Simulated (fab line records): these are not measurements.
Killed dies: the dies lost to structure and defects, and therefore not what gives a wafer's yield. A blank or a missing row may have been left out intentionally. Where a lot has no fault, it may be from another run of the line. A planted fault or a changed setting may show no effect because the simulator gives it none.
What tool caused it? / flow n5Finfet / 69 wafers from 23 lots sampled at 2 of the route's 1938 steps

WHAT THE GAUGES READ, wafer by wafer
N5_BEOL_M9_RS_MEAS_57: uses a four-point probe to measure. Usual: M9_RS 0.1505 ohm/sq, standard deviation 0.003.
lot=L074; measured=day 9 18:38; on=filmMetro-02; M9_RS (ohm/sq)=0.1536 0.1497 0.1541; flag=
lot=L075; measured=day 10 02:41; on=filmMetro-01; M9_RS (ohm/sq)=0.1532 0.1513 0.1542; flag=
lot=L076; measured=day 10 04:37; on=filmMetro-01; M9_RS (ohm/sq)=0.1526 0.1525 0.1571; flag=
lot=L077; measured=day 10 10:52; on=filmMetro-01; M9_RS (ohm/sq)=0.1534 0.1536 0.1547; flag=
lot=L078; measured=day 10 21:49; on=filmMetro-02; M9_RS (ohm/sq)=0.1511 0.1529 0.1483; flag=
lot=L079; measured=day 11 10:07; on=filmMetro-01; M9_RS (ohm/sq)=0.1474 0.1517 0.1489; flag=
lot=L080; measured=day 11 10:41; on=filmMetro-01; M9_RS (ohm/sq)=0.1425 0.1490 0.1480; flag=
lot=L082; measured=day 11 19:08; on=filmMetro-01; M9_RS (ohm/sq)=0.1490 0.1510 0.1509; flag=
lot=L081; measured=day 11 19:19; on=filmMetro-01; M9_RS (ohm/sq)=0.1497 0.1532 0.1528; flag=
lot=L084; measured=day 12 03:44; on=filmMetro-01; M9_RS (ohm/sq)=0.1451 0.1522 0.1501; flag=
lot=L083; measured=day 12 07:59; on=filmMetro-01; M9_RS (ohm/sq)=0.1462 0.1492 0.1484; flag=
lot=L085; measured=day 12 14:11; on=filmMetro-01; M9_RS (ohm/sq)=0.1542 0.1478 0.1522; flag=
lot=L086; measured=day 12 21:16; on=filmMetro-02; M9_RS (ohm/sq)=0.1513 0.1479 0.1483; flag=
lot=L087; measured=day 13 14:10; on=filmMetro-01; M9_RS (ohm/sq)=0.1541 0.1529 0.1525; flag=
lot=L088; measured=day 13 15:10; on=filmMetro-02; M9_RS (ohm/sq)=0.1515 0.1500 0.1516; flag=
lot=L089; measured=day 13 23:04; on=filmMetro-02; M9_RS (ohm/sq)=0.1467 0.1471 0.1471; flag=
lot=L091; measured=day 14 01:13; on=filmMetro-01; M9_RS (ohm/sq)=0.1463 0.1489 0.1448; flag=
lot=L092; measured=day 14 03:10; on=filmMetro-02; M9_RS (ohm/sq)=0.1502 0.1530 0.1504; flag=
lot=L094; measured=day 15 00:04; on=filmMetro-01; M9_RS (ohm/sq)=0.1431 0.1484 0.1511; flag=
lot=L093; measured=day 15 01:07; on=filmMetro-02; M9_RS (ohm/sq)=0.1498 0.1477 0.1495; flag=
lot=L096; measured=day 15 22:41; on=filmMetro-02; M9_RS (ohm/sq)=0.1546 0.1495 0.1505; flag=
lot=L095; measured=day 16 00:32; on=filmMetro-01; M9_RS (ohm/sq)=0.1540 0.1524 0.1489; flag=
lot=L097; measured=day 16 05:46; on=filmMetro-01; M9_RS (ohm/sq)=0.1521 0.1533 0.1495; flag=

N5_BEOL_M10_OVL_MEAS_12. Usual: M10_OVL 0.3 nm, standard deviation 0.93.
lot=L074; measured=day 9 20:24; on=overlay-02; M10_OVL (nm)=1.1 1.2 1.1; flag=
lot=L075; measured=day 10 05:43; on=overlay-01; M10_OVL (nm)=-0.3 -0.4 -1.3; flag=
lot=L076; measured=day 10 06:56; on=overlay-01; M10_OVL (nm)=0.3 0.2 0.7; flag=
lot=L077; measured=day 10 13:26; on=overlay-02; M10_OVL (nm)=3.1 0.3 0.8; flag=
lot=L078; measured=day 11 01:40; on=overlay-01; M10_OVL (nm)=0.2 0.5 0.5; flag=
lot=L079; measured=day 11 12:23; on=overlay-02; M10_OVL (nm)=-0.4 0.4 -0.7; flag=
lot=L080; measured=day 11 14:19; on=overlay-01; M10_OVL (nm)=-0.9 -0.1 -0.8; flag=
lot=L082; measured=day 11 22:03; on=overlay-02; M10_OVL (nm)=1.8 0.4 0.7; flag=
lot=L081; measured=day 11 22:13; on=overlay-02; M10_OVL (nm)=0.7 0.4 0.3; flag=
lot=L084; measured=day 12 06:20; on=overlay-02; M10_OVL (nm)=-0.5 -0.1 -1.8; flag=
lot=L083; measured=day 12 09:56; on=overlay-01; M10_OVL (nm)=-0.4 1.3 -0.1; flag=
lot=L085; measured=day 12 16:02; on=overlay-02; M10_OVL (nm)=1.5 1.3 1.1; flag=
lot=L086; measured=day 12 22:34; on=overlay-02; M10_OVL (nm)=1.5 -0.1 1.0; flag=
lot=L087; measured=day 13 17:55; on=overlay-01; M10_OVL (nm)=1.7 1.0 -0.2; flag=
lot=L088; measured=day 13 17:45; on=overlay-02; M10_OVL (nm)=0.2 -0.3 -0.8; flag=
lot=L089; measured=day 14 01:28; on=overlay-02; M10_OVL (nm)=-0.2 -1.3 -0.5; flag=
lot=L091; measured=day 14 04:41; on=overlay-02; M10_OVL (nm)=0.2 0.2 -0.8; flag=
lot=L092; measured=day 14 09:47; on=overlay-02; M10_OVL (nm)=0.1 1.0 -0.4; flag=
lot=L094; measured=day 15 01:50; on=overlay-02; M10_OVL (nm)=-1.7 -0.2 -0.8; flag=
lot=L093; measured=day 15 05:16; on=overlay-01; M10_OVL (nm)=0.0 1.7 1.6; flag=
lot=L096; measured=day 16 01:06; on=overlay-01; M10_OVL (nm)=0.8 1.7 0.7; flag=
lot=L095; measured=day 16 01:58; on=overlay-02; M10_OVL (nm)=-2.0 -0.3 0.1; flag=
lot=L097; measured=day 16 08:46; on=overlay-02; M10_OVL (nm)=1.0 1.7 -0.6; flag=

TOOL THAT RAN EACH LOT (tool first, then ch and the chambers of the sampled wafers, then the start)
Before these readings, the record contains no process step.

WHAT THE TOOLS THEMSELVES READ (means of the sampled wafers that have a number; where no wafer has one, the mark that the record gives instead)
The record holds no such reading with a usual standard deviation.

THE ANSWER, worked out from the rows above alone
Rule: a lot counts as off when the mean over its wafers that have a number is more than 3 standard deviations away from the usual mean. A lot without any number at a reading at which 4 lots or more have one is off too. The other lots that the step has rows for count as sound. After the gauges, taken in route order, come the tools' own readings; for these a lot's mean is taken, as printed above. The first step at which some lot is off is used, and at that step the reading that is off furthest; a lot without a number counts as furthest.
Across all readings shown, no lot is off: no conclusion can be drawn from this.

WHAT HAD BEEN PUT IN BY THE SIMULATOR
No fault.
